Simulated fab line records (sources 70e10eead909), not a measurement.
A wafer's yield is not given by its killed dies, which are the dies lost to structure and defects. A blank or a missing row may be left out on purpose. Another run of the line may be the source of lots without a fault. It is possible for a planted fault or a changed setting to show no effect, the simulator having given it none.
Which tool is to blame? ; flow nandHarc ; Sampling: 7 lots, 21 wafers, 4 of 1302 route steps

## WHAT THE GAUGES SHOWED, per wafer
NHARC_P_CONTACT_CD_MEAS_12: target cd 90 nm.
lot;measured;on;cdNm (nm)
L606;day 6 06:26;cdSem-01;88.3 88.0 88.5
L608;day 7 00:37;cdSem-03;87.9 88.5 88.2
L610;day 7 23:02;cdSem-02;88.9 89.6 89.7
L612;day 8 20:40;cdSem-02;88.8 88.2 88.6
L616;day 10 15:38;cdSem-03;88.7 87.9 88.8
L621;day 12 12:50;cdSem-01;89.5 89.4 90.1
L627;day 15 06:58;cdSem-03;96.1 97.1 96.6

## WHICH TOOL RAN EACH LOT (tool, then ch and the chambers of the sampled wafers, then the start)
lot;NHARC_P_GATE_DESCUM_93;NHARC_P_GATE_RTA_64;NHARC_P_CONTACT_PEB_10
L606;rieDiel-10 ch 1,3, day 6 01:55;rtpAnneal-01 ch 0, day 6 03:35;lithoTrack-06 ch 0, day 6 06:22
L608;rieDiel-10 ch 2,3, day 6 20:03;rtpAnneal-01 ch 0, day 6 21:44;lithoTrack-06 ch 0, day 7 00:32
L610;rieDiel-09 ch 0,2,3, day 7 18:29;rtpAnneal-02 ch 0, day 7 20:09;lithoTrack-04 ch 0, day 7 22:56
L612;rieDiel-09 ch 0,1, day 8 16:10;rtpAnneal-02 ch 0, day 8 17:48;lithoTrack-06 ch 0, day 8 20:35
L616;rieDiel-09 ch 0,1, day 10 11:03;rtpAnneal-01 ch 0, day 10 12:43;lithoTrack-04 ch 0, day 10 15:33
L621;rieDiel-05 ch 1,2, day 12 08:26;rtpAnneal-02 ch 0, day 12 10:05;lithoTrack-01 ch 0, day 12 12:45
L627;rieDiel-10 ch 1,2,3, day 15 02:29;rtpAnneal-02 ch 0, day 15 04:11;lithoTrack-01 ch 0, day 15 06:53
- NHARC_P_GATE_DESCUM_93: chemistry O2, time 3 s.
- NHARC_P_GATE_RTA_64: time 1 s.
- NHARC_P_CONTACT_PEB_10: peb time 65 s.

## THE ANSWER, worked out from the rows above alone
Rule: usual is defined by the lots themselves. The widest of any qualifying gaps counts: lots, ordered by their means at a reading, are off when they make up no more than a third of the lots, leave a main group of 4 or more, and stand apart from it by 3 or more times the standard deviation of that group's means. If all means in a main group match to the digits the tables above print for the reading, that group is not used. Also off: a lot with no number at a reading for which 4 or more lots have one. All remaining lots with rows at the step are treated as sound.
Off at NHARC_P_CONTACT_CD_MEAS_12 (cdNm): L627. For the main group the mean is 88.8 nm and the standard deviation 0.57.
A tool fits if, at a process step before that reading, it ran every lot that is off, and no sound lot after the first of them. Those tools and the gauges at NHARC_P_CONTACT_CD_MEAS_12 are tried in the same way. Can't be told from this: 4 tools fit, rieDiel-10 at NHARC_P_GATE_DESCUM_93, rtpAnneal-02 at NHARC_P_GATE_RTA_64, lithoTrack-01 at NHARC_P_CONTACT_PEB_10, cdSem-03 at NHARC_P_CONTACT_CD_MEAS_12.

## WHAT THE SIMULATOR HAD PUT IN
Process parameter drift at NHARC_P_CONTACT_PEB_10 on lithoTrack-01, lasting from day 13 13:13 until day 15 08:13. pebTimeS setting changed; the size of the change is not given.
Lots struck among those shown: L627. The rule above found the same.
